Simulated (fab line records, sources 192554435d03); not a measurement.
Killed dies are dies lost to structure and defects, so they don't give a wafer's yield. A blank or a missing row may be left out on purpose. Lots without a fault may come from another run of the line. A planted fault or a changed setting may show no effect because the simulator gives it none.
Which tool did it? | flow n5_finfet | 11 lots, 32 wafers sampled, at 3 steps of a route of 1938

WHAT THE GAUGES READ, wafer by wafer
N5_BEOL_M13_RS_MEAS_54: measures by four-point-probe. Usual: M13_RS 0.0451 ohm/sq, standard deviation 0.00063.
lot  | measured     | on            | M13_RS (ohm/sq)      | flag
L225 | day 11 12:16 | film_metro-02 | 0.0462 0.0445 0.0458 |
L227 | day 11 23:41 | film_metro-02 | 0.0446 0.0445 0.0446 |
L229 | day 12 20:27 | film_metro-02 | 0.0460 0.0455 0.0445 |
L230 | day 12 23:58 | film_metro-01 | 0.0454 0.0451 0.0448 |
L236 | day 14 20:55 | film_metro-02 | 0.0449 0.0452 0.0447 |
L237 | day 14 23:40 | film_metro-01 | 0.0455 0.0453        |
L238 | day 15 04:06 | film_metro-02 | 0.0458 0.0454 0.0449 |
L239 | day 15 14:33 | film_metro-01 | 0.0445 0.0451 0.0429 |
L244 | day 16 21:44 | film_metro-01 | 0.0448 0.0446 0.0440 |
L245 | day 17 02:34 | film_metro-01 | 0.0453 0.0443 0.0446 |
L246 | day 17 13:35 | film_metro-01 | 0.0457 0.0447 0.0460 |

N5_BEOL_M14_OVL_MEAS_11. Usual: V13_OVL -2 nm, standard deviation 6.9.
lot  | measured     | on         | V13_OVL (nm) | flag
L225 | day 11 12:52 | overlay-02 | 0 2 -5       |
L227 | day 12 00:17 | overlay-01 | -3 10 6      |
L229 | day 12 21:02 | overlay-01 | 1 3 -13      |
L230 | day 13 00:34 | overlay-02 | 2 -4 -6      |
L236 | day 14 21:36 | overlay-02 | -10 -8 -19   |
L237 | day 15 00:16 | overlay-01 | -3 -5        |
L238 | day 15 04:54 | overlay-01 | 1 2 2        |
L239 | day 15 15:08 | overlay-02 | 5 3 1        |
L244 | day 16 22:20 | overlay-01 | -2 6 -7      |
L245 | day 17 03:10 | overlay-01 | 8 2 13       |
L246 | day 17 14:19 | overlay-01 | 1 6 3        |

WHICH TOOL RAN EACH LOT (tool, then ch and the chambers of the sampled wafers, then the start)
lot  | N5_BEOL_M13_CMP_49
L225 | cmp-01 ch 1,2, day 11 11:53
L227 | cmp-01 ch 0,2,3, day 11 23:16
L229 | cmp-01 ch 1,2,3, day 12 20:06
L230 | cmp-01 ch 0,1, day 12 23:33
L236 | cmp-03 ch 0,1,2, day 14 20:36
L237 | cmp-02 ch 1,3, day 14 23:17
L238 | cmp-03 ch 1,2,3, day 15 03:43
L239 | cmp-02 ch 0,2,3, day 15 14:11
L244 | cmp-01 ch 1,2,3, day 16 21:22
L245 | cmp-03 ch 1,2,3, day 17 02:09
L246 | cmp-01 ch 0,2,3, day 17 13:13
- N5_BEOL_M13_CMP_49: polishes, stops on SiOC, t overpolish 17.1 s, target thk 420 nm.

WHAT THE TOOLS THEMSELVES READ (means of the sampled wafers that have a number; where no wafer has one, the mark that the record gives instead)
N5_BEOL_M13_CMP_49. Usual: barrier_field_endpoint_s 30.2 s, standard deviation 0.74; head_pressure_psi 1.0004 psi, standard deviation 0.0024; motor_current_A 6.0 A, standard deviation 0.82; overpolish_run_s 17.100 s, standard deviation 0.0088; slurry_filter_dp_kPa 13.50 kPa, standard deviation 0.13.
lot  | tool   | barrier_field_endpoint_s (s) | head_pressure_psi (psi) | motor_current_A (A) | overpolish_run_s (s) | slurry_filter_dp_kPa (kPa) | flag
L225 | cmp-01 | 30.7                         | 1.0014                  | 5.9                 | 17.105               | 13.49                      |
L227 | cmp-01 | 30.2                         | 0.9993                  | 6.3                 | 17.098               | 13.51                      |
L229 | cmp-01 | 30.4                         | 1.0008                  | 5.8                 | 17.092               | 13.41                      |
L230 | cmp-01 | 30.5                         | 1.0018                  | 5.5                 | 17.103               | 13.52                      |
L236 | cmp-03 | 30.9                         | 0.9996                  | 6.4                 | 17.099               | 13.52                      |
L237 | cmp-02 | 30.5                         | 0.9970                  | 6.3                 | 17.091               | 13.61                      |
L238 | cmp-03 | 30.3                         | 0.9973                  | 6.2                 | 17.096               | 13.56                      |
L239 | cmp-02 | 29.9                         | 1.0000                  | 5.7                 | 17.105               | 13.48                      |
L244 | cmp-01 | 31.1                         | 1.0002                  | 5.7                 | 17.092               | 13.48                      |
L245 | cmp-03 | 31.2                         | 1.0021                  | 6.4                 | 17.108               | 13.49                      |
L246 | cmp-01 | 29.8                         | 0.9993                  | 6.4                 | 17.093               | 13.50                      |

THE ANSWER, worked out from the rows above alone
Rule: a lot is off if the mean of its wafers that have a number lies more than 3 standard deviations from the usual mean. A lot without any number at a reading at which 4 lots or more have one is off too. The other lots that the step has rows for count as sound. The gauges are gone through in route order, then the tools' own readings, and for those a lot's mean is taken as printed above. The first step at which some lot is off is used, and at that step the reading that is off furthest; a lot without a number counts as furthest.
No lot is off at any reading shown: from this, nothing can be told.

WHAT THE SIMULATOR HAD PUT IN
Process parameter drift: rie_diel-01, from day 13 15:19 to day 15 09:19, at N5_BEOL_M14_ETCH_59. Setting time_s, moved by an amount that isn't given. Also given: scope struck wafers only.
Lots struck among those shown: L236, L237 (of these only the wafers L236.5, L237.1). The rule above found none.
